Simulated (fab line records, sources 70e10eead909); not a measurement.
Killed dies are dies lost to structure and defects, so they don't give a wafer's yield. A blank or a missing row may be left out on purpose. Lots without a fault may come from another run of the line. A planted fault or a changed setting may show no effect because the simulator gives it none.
A struck lot beside a sound one | flow nand_harc | 14 steps out of a route of 1159
Sound: wafers L297.1, L297.2, L297.6. Struck: wafers L307.1, L307.5, L307.6. The cause comes at the end.
At each step with rows: each side's tool, then ch and its chambers, then its first start. Under that, the readings that differ: sound wafers | struck wafers | difference of the means | sigmas: that difference in standard deviations of wafers without a fault.
alike: readings whose means differ by less than 2 such deviations, and words and numbers that are the same on both sides. not compared: withheld readings, readings that some wafer has no value for, bounds like >300 that may hide the same value, and numbers for which the record gives no deviation and whose values overlap.
The two part at a step that has a row with sigmas, a row that says differs or no value, or rows on one side only. Numbers that don't overlap but have no deviation are shown without sigmas and don't part them. A reading that every wafer of one side lacks parts them only if that side has two wafers or more.

first, 7 steps without rows for these wafers: NHARC_A_STAIRCASE_SOFTBAKE_212 (time 170 s); NHARC_A_STAIRCASE_EBR_213; NHARC_A_STAIRCASE_EXPOSE_214 (exposes mask STAIR 3); NHARC_A_STAIRCASE_PEB_215 (peb time 130 s); NHARC_A_STAIRCASE_DEVELOP_216 (time 140 s); NHARC_A_STAIRCASE_HARDBAKE_218 (time 140 s); NHARC_A_STAIRCASE_DESCUM_219 (chemistry O2, time 3 s).
NHARC_A_STAIRCASE_TRIM_220: chemistry O2, time 211.2 s.
  sound on rie_diel-11 ch 1,2, day 12 13:04; struck on rie_diel-10 ch 1,2, day 14 22:05
  reading               | sound             | struck            | difference | sigmas
  oes_product_au (a.u.) | 0.973 0.985 0.974 | 1.006 1.012 1.012 | +0.033     | +2
  alike: drypump_motor_current_A, rf_vpp_V, run_length_s, showerhead_plenum_p_Torr, throttle_valve_pct
  not compared: rf_hours_counter_h
NHARC_A_STAIRCASE_ETCH_221: etches the open film in C4F8/O2, target depth 100 nm, time 40.5 s.
  sound on rie_diel-11 ch 0,1,2; struck on rie_diel-10 ch 0,2,3
  alike: bias_w, oes_product_au, rf_vpp_V
  not compared: rf_hours_counter_h
NHARC_A_STAIRCASE_TRIM_222: chemistry O2, time 211.2 s.
  sound on rie_diel-11 ch 0,3; struck on rie_diel-10 ch 0,2,3
  alike: drypump_motor_current_A, oes_product_au, rf_vpp_V, run_length_s, showerhead_plenum_p_Torr, throttle_valve_pct
  not compared: rf_hours_counter_h
NHARC_A_STAIRCASE_ETCH_223: etches the open film in C4F8/O2, target depth 100 nm, time 40.5 s.
  sound on rie_diel-11 ch 1,2; struck on rie_diel-10 ch 2,3
  alike: bias_w, oes_product_au, rf_vpp_V
  not compared: rf_hours_counter_h
NHARC_A_STAIRCASE_TRIM_224: chemistry O2, time 211.2 s.
  sound on rie_diel-11 ch 0,2, day 12 14:02; struck on rie_diel-10 ch 0,2,3, day 14 22:36
  reading          | sound             | struck            | difference                    | sigmas
  bias_w (W)       | 0 0 0             | - - -             | no value on the struck wafers |
  run_length_s (s) | 232.8 231.9 231.9 | 219.5 220.1 219.5 | -12.5                         | -28
  alike: drypump_motor_current_A, oes_product_au, rf_vpp_V, showerhead_plenum_p_Torr, throttle_valve_pct
  not compared: rf_hours_counter_h
NHARC_A_STAIRCASE_ETCH_225: etches the open film in C4F8/O2, target depth 100 nm, time 40.5 s.
  sound on rie_diel-11 ch 1,2,3; struck on rie_diel-10 ch 2,3
  alike: bias_w, oes_product_au, rf_vpp_V
  not compared: rf_hours_counter_h
then, 1 step without rows for these wafers: NHARC_END_SORT_01.

WHERE THEY PART
First at NHARC_A_STAIRCASE_TRIM_220; last, within this record, at NHARC_A_STAIRCASE_TRIM_224. Later steps at which nothing parts them and some readings are alike: NHARC_A_STAIRCASE_ETCH_225.

WHY: what the simulator had put in
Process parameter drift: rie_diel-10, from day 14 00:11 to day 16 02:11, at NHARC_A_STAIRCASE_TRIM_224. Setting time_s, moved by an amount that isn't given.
